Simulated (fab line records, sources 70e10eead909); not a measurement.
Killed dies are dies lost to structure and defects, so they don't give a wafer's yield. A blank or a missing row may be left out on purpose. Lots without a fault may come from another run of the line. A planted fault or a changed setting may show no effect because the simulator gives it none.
Problem report in the 8D (eight disciplines) form, filled by code | flow nand_harc | the parts of the form that need people (team, actions taken, sign-off) are left out

1. THE PROBLEM
thk_nm at NHARC_A_ONON_D1_THK_MEAS_08 reads a mean of 635 nm on 4 wafers of 3 lots; wafers without a fault read 999 nm with a standard deviation of 13. That is -28 standard deviations from the usual mean.
The step: measures by ellipsometry.
First seen on wafer L888.2, day 11 14:09, on film_metro-01. The record holds 39 wafers of 14 lots with a number at this step. Rule for "out", or "out of limits": more than 4 standard deviations from the usual mean. The other wafers with a number count as sound.

2. WHAT IT IS AND WHAT IT IS NOT
question                    | is                             | is not
which readings at this step | thk_nm                         | -
which lots                  | L888, L894, L896               | L877, L878, L879, L880, L882, L883, L885, L886, L887, L897, L898
which wafers of those lots  | L888.2, L888.5, L894.2, L896.2 | L894.6, L896.6
read on which gauges        | film_metro-01                  | film_metro-02
when                        | from day 11 14:09              | up to then (27 sound wafers); but 8 sound wafers of L894, L896, L897, L898 came after

3. SUSPECTS, AND WHAT RULES EACH OUT
Counting: a tool at a process step up to the reading stays a suspect if it ran every lot that is out. Sound lots after the first of them don't rule it out here, since some wafers of a struck lot are sound.
- the gauge at NHARC_A_ONON_D1_THK_MEAS_08: ruled out. All the wafers that are out were read on film_metro-01, but those of them that NHARC_END_SORT_01 has rows for are out there too, on other tools.
- pecvd_onon-04 at NHARC_A_ONON_D1_DEP_06 (target thk 1000 nm): kept. It ran every lot that is out, first L888 (day 11 13:42); its last sound lot up to then is L886 (day 9 12:56).
Left after counting: pecvd_onon-04 at NHARC_A_ONON_D1_DEP_06.

4. THE CAUSE (what the simulator had put in)
Process parameter drift: pecvd_onon-04, from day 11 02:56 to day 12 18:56, at NHARC_A_ONON_D1_DEP_06. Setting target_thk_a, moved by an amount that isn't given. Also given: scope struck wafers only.
Counting left only this tool.

5. THE CHAIN OF EFFECTS, in route order
Each row: a reading whose mean over the struck wafers that have a number lies more than 3 standard deviations from the usual. Only readings for which the record gives a usual standard deviation are gone through. hours: the time from each lot's start at the first step in this table that gives one to its start at this step, as a median over the lots. sigmas: the change in usual standard deviations.
hours | step                        | reading         | usual  | on struck wafers | change | sigmas
0     | NHARC_A_ONON_D1_THK_MEAS_08 | thk_nm          | 999 nm | 635              | -364   | -28
282   | NHARC_END_SORT_01           | killed_at_array | 25     | 670              | +644   | +68
282   | NHARC_END_SORT_01           | killed_dies     | 29     | 677              | +648   | +65

6. WHAT WOULD HAVE CAUGHT IT SOONER
In this record the first reading out of limits at a measuring or inspecting step was taken at day 11 14:09, 11 hours after the fault began at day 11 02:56.
Of the tool readings at NHARC_A_ONON_D1_DEP_06 for which the record gives a usual standard deviation, none was out on any struck wafer, so an alarm limit of 4 standard deviations on them would not have fired.
Of the lots that are out (3), L894, L896 began NHARC_A_ONON_D1_DEP_06 on pecvd_onon-04 after day 11 14:09. A hold on the tool at that time would have spared those 2.
